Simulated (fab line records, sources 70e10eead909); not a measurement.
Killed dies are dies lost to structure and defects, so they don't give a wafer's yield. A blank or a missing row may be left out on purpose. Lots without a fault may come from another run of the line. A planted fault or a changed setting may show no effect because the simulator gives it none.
Chamber matching | flow nand_harc | NHARC_P_M0_ETCH_34 on rie_diel-09: 4 sister chambers
The step etches the open film in N2/H2, target depth 40 nm, overetch 12 nm, time 43.94 s. 4 wafers are shown with their chamber, then 11 later ones without.

WAFERS WITH THEIR CHAMBER
wafer  | chamber | showerhead_plenum_p_Torr (Torr)
L082.1 | 1       | 2.00
L086.1 | 3       | 2.14
L085.5 | 0       | 2.10
L092.2 | 2       | 1.96

WAFERS WITHOUT THEIR CHAMBER
wafer  | showerhead_plenum_p_Torr (Torr)
L092.3 | 2.10
L092.6 | 1.99
L094.2 | 2.10
L094.4 | 2.14
L094.6 | 1.96
L097.1 | 2.10
L097.2 | 1.96
L097.5 | 1.96
L096.3 | 1.96
L096.4 | 2.14
L096.5 | 1.96

WHICH CHAMBER EACH WENT THROUGH
wafer  | from the rows above | in truth
L092.3 | 0                   | 0
L092.6 | 1                   | 1
L094.2 | 0                   | 0
L094.4 | 3                   | 3
L094.6 | 2                   | 2
L097.1 | 0                   | 0
L097.2 | 2                   | 2
L097.5 | 2                   | 2
L096.3 | 2                   | 2
L096.4 | 3                   | 3
L096.5 | 2                   | 2
Placed correctly: 11 of 11. Can't be placed from these rows: 0. Placed wrongly: 0.
How it was worked out, from the rows above alone: a wafer's distance from a chamber is the root of the sum, over the readings, of the square of ((its reading less the chamber's mean) divided by the reading's scatter). The wafer belongs to the nearest chamber; if the next one is less than 2 further off, it can't be placed. A chamber's mean is the mean of its shown wafers. The scatter: with one shown wafer a chamber, the root of the mean of the squares of how far each hidden wafer lies from its nearest shown one.
